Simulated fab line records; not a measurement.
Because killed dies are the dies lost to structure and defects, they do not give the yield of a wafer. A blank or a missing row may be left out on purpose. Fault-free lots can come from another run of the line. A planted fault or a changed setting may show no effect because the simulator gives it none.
Chamber matching ; flow n5Finfet ; N5_BEOL_M0_SAQP_MANDREL2_REMOVE_110 on rieSi-06 has 4 sister chambers
The step chemistry HBr/Cl2/O2, target a-Si, stops on SiCN, bt time 10 s. 18 wafers are shown with their chamber, then 9 later ones without.

WAFERS, EACH WITH ITS CHAMBER
wafer;chamber;drypumpMotorCurrentA (A);oes_o_777_au (a.u.);oesProductAu (a.u.)
L075.4;0;6.2;0.92;1.003
L075.5;1;6.1;1.12;0.988
L075.6;0;6.2;0.93;0.994
L079.1;1;6.1;1.11;1.004
L079.2;3;4.9;1.03;1.036
L079.6;2;5.6;1.09;1.014
L082.1;2;5.6;1.11;1.006
L082.3;0;6.2;0.93;1.012
L082.4;3;4.9;1.02;1.037
L083.1;3;5.0;1.02;1.030
L083.4;1;6.1;1.11;0.996
L083.5;3;4.9;1.02;1.036
L084.2;3;4.9;1.02;1.028
L084.3;1;6.1;1.11;0.998
L084.6;0;6.2;0.93;1.008
L087.3;0;6.2;0.93;1.003
L087.5;0;6.2;0.92;0.992
L087.6;3;4.9;1.02;1.042

SIGNATURES, as means of the wafers listed above
reading;chamber 0;chamber 1;chamber 2;chamber 3;scatter within a chamber
drypumpMotorCurrentA;6.200;6.100;5.600;4.917;0.0244
oes_o_777_au;0.9267;1.1125;1.1000;1.0217;0.00593
oesProductAu;1.00200;0.99650;1.01000;1.03483;0.00651
Rule: for a wafer and a chamber, the distance is found by dividing, reading by reading, the gap between the wafer's reading and the chamber's mean by the reading's scatter, squaring, summing and taking the root. The wafer belongs to the nearest chamber; if the next one is less than 2 further off, it can't be placed. How the scatter is found: for the shown wafers, subtract from each reading the mean of its chamber, square and add these, divide the total by (wafers less chambers), then take the root.

WAFERS WHOSE CHAMBER IS MISSING
wafer;drypumpMotorCurrentA (A);oes_o_777_au (a.u.);oesProductAu (a.u.)
L090.1;6.2;1.11;0.990
L090.3;6.1;0.92;0.994
L090.5;6.2;0.93;1.000
L093.2;6.1;1.11;1.010
L093.3;5.6;1.10;1.010
L093.4;4.9;1.02;1.040
L094.3;6.2;0.92;0.996
L094.4;6.1;1.12;0.998
L094.6;4.9;1.03;1.024

WHICH CHAMBER EACH ONE RAN IN
wafer;from the rows above;in truth
L090.1;1;1
L090.3;0;0
L090.5;0;0
L093.2;1;1
L093.3;2;2
L093.4;3;3
L094.3;0;0
L094.4;1;1
L094.6;3;3
Correct placement for 9 of the 9. Not placeable from these rows: 0. 0 placed wrongly.
